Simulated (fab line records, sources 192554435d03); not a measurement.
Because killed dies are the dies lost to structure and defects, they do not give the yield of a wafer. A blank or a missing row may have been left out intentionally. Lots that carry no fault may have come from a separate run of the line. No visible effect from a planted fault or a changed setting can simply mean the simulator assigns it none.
Matching of chambers    flow n5-finfet    3 sister chambers for N5_HKMG_FIN_CVD_62 on thermal-cvd-si-01
The step deposits a-Si from Si2H6, target thk 3 nm, time 20.8 s. 3 wafers are shown with their chamber, then 12 later ones without.

EACH WAFER AND ITS CHAMBER
wafer   chamber  heater-power-w (W)
L087.2  2        1158
L089.4  0        1565
L089.6  1        1605

WAFERS WITH NO CHAMBER GIVEN
wafer   heater-power-w (W)
L091.1  1543
L091.2  1624
L091.4  1517
L093.1  1517
L093.5  1122
L093.6  1556
L095.2  1155
L095.3  1511
L095.5  1533
L097.1  1537
L097.2  1162
L097.4  1618

THE CHAMBER EACH PASSED THROUGH
wafer   from the rows above      in truth
L091.1  can't be placed: 0 or 1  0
L091.2  can't be placed: 1 or 0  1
L091.4  can't be placed: 0 or 1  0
L093.1  can't be placed: 0 or 1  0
L093.5  2                        2
L093.6  can't be placed: 0 or 1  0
L095.2  2                        2
L095.3  can't be placed: 0 or 1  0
L095.5  can't be placed: 0 or 1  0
L097.1  can't be placed: 0 or 1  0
L097.2  2                        2
L097.4  can't be placed: 1 or 0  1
3 of 12 placed correctly. Cannot be placed on the basis of these rows: 9; the candidates contain the true chamber in 9. Wrongly placed: 0.
How it was worked out, from the rows above alone: a wafer's distance from a chamber is the root of the sum, over the readings, of the square of ((its reading less the chamber's mean) divided by the reading's scatter). If the next closest chamber is less than 2 further off than the closest, the wafer can't be placed; otherwise it belongs to the closest. The mean given for a chamber averages the wafers shown for that chamber. The scatter (one wafer shown for each chamber): square how far every hidden wafer sits from the nearest shown wafer, average those squares and take the square root.
